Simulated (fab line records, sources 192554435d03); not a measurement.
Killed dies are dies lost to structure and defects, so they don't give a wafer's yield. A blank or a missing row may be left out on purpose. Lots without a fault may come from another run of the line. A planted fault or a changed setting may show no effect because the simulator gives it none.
Which tool did it? | flow n5_finfet | 10 lots, 30 wafers sampled, at 2 steps of a route of 1938

WHAT THE GAUGES READ, wafer by wafer
N5_BEOL_M10_INSPECT_30: inspects for defects (brightfield).
lot  | measured     | on                | raw_defect_count
L244 | day 10 02:03 | defect_inspect-02 | 332 312 483
L243 | day 10 02:47 | defect_inspect-02 | 508 326 275
L245 | day 10 10:25 | defect_inspect-01 | 443 403 437
L253 | day 12 13:55 | defect_inspect-02 | 263 232 230
L256 | day 13 15:19 | defect_inspect-02 | 532 367 370
L258 | day 14 13:25 | defect_inspect-01 | 515 379 582
L264 | day 15 19:20 | defect_inspect-01 | 364 439 293
L263 | day 16 05:04 | defect_inspect-01 | 462 348 498
L266 | day 16 08:13 | defect_inspect-02 | 241 238 344
L265 | day 16 18:51 | defect_inspect-02 | 458 522 476

WHICH TOOL RAN EACH LOT (tool, then ch and the chambers of the sampled wafers, then the start)
lot  | N5_BEOL_M10_STRIP_19
L244 | rie_diel-04 ch 0,1,3, day 10 01:38
L243 | rie_diel-05 ch 1,3, day 10 02:13
L245 | rie_diel-02 ch 0,1,3, day 10 08:21
L253 | rie_diel-02 ch 1,2,3, day 12 12:06
L256 | rie_diel-04 ch 0,1,2, day 13 14:50
L258 | rie_diel-04 ch 1,2,3, day 14 13:00
L264 | rie_diel-05 ch 0,1, day 15 17:23
L263 | rie_diel-02 ch 1,2, day 16 03:31
L266 | rie_diel-02 ch 2,3, day 16 06:39
L265 | rie_diel-02 ch 1,2,3, day 16 17:37
- N5_BEOL_M10_STRIP_19: strips in O2.

WHAT THE TOOLS THEMSELVES READ (means of the sampled wafers that have a number; where no wafer has one, the mark that the record gives instead)
N5_BEOL_M10_STRIP_19.
lot  | tool        | chamber_pressure_mTorr (mTorr) | drypump_motor_current_A (A) | oes_product_au (a.u.) | rf_vpp_V (V) | showerhead_plenum_p_Torr (Torr) | throttle_valve_pct (%)
L244 | rie_diel-04 | 30.05                          | 5.7                         | 0.84                  | 3.9          | 2.11                            | 16.44
L243 | rie_diel-05 | 30.01                          | 5.3                         | 0.86                  | 3.6          | 2.15                            | 16.55
L245 | rie_diel-02 | 30.02                          | 5.6                         | 0.80                  | 3.2          | 2.08                            | 16.49
L253 | rie_diel-02 | 30.01                          | 5.7                         | 0.82                  | 3.8          | 2.15                            | 16.47
L256 | rie_diel-04 | 29.98                          | 5.5                         | 0.88                  | 4.0          | 2.06                            | 16.34
L258 | rie_diel-04 | 30.02                          | 5.9                         | 0.80                  | 3.8          | 2.10                            | 16.62
L264 | rie_diel-05 | 30.02                          | 5.7                         | 0.80                  | 3.8          | 2.02                            | 16.61
L263 | rie_diel-02 | 30.03                          | 5.9                         | 0.76                  | 3.1          | 2.16                            | 16.59
L266 | rie_diel-02 | 30.01                          | 6.0                         | 0.77                  | 3.6          | 2.16                            | 16.50
L265 | rie_diel-02 | 30.02                          | 5.7                         | 0.78                  | 3.6          | 2.13                            | 16.53

THE ANSWER, worked out from the rows above alone
Rule: what is usual is taken from the lots themselves. Put in order of their means at a reading, lots are off if they are a third of the lots or fewer, leave a main group of 4 or more, and stand apart from it by a gap of 3 or more times the standard deviation of the main group's means; of several such gaps the widest counts. A main group whose means are all the same, to the digits that the tables above print for the reading, isn't used. A lot without any number at a reading at which 4 lots or more have one is off too. The other lots that the step has rows for count as sound. The gauges are gone through in route order, then the tools' own readings, and for those a lot's mean is taken as printed above. The first step at which some lot is off is used, and at that step the reading that is off furthest; a lot without a number counts as furthest.
No lot is off at any reading shown: from this, nothing can be told.

WHAT THE SIMULATOR HAD PUT IN
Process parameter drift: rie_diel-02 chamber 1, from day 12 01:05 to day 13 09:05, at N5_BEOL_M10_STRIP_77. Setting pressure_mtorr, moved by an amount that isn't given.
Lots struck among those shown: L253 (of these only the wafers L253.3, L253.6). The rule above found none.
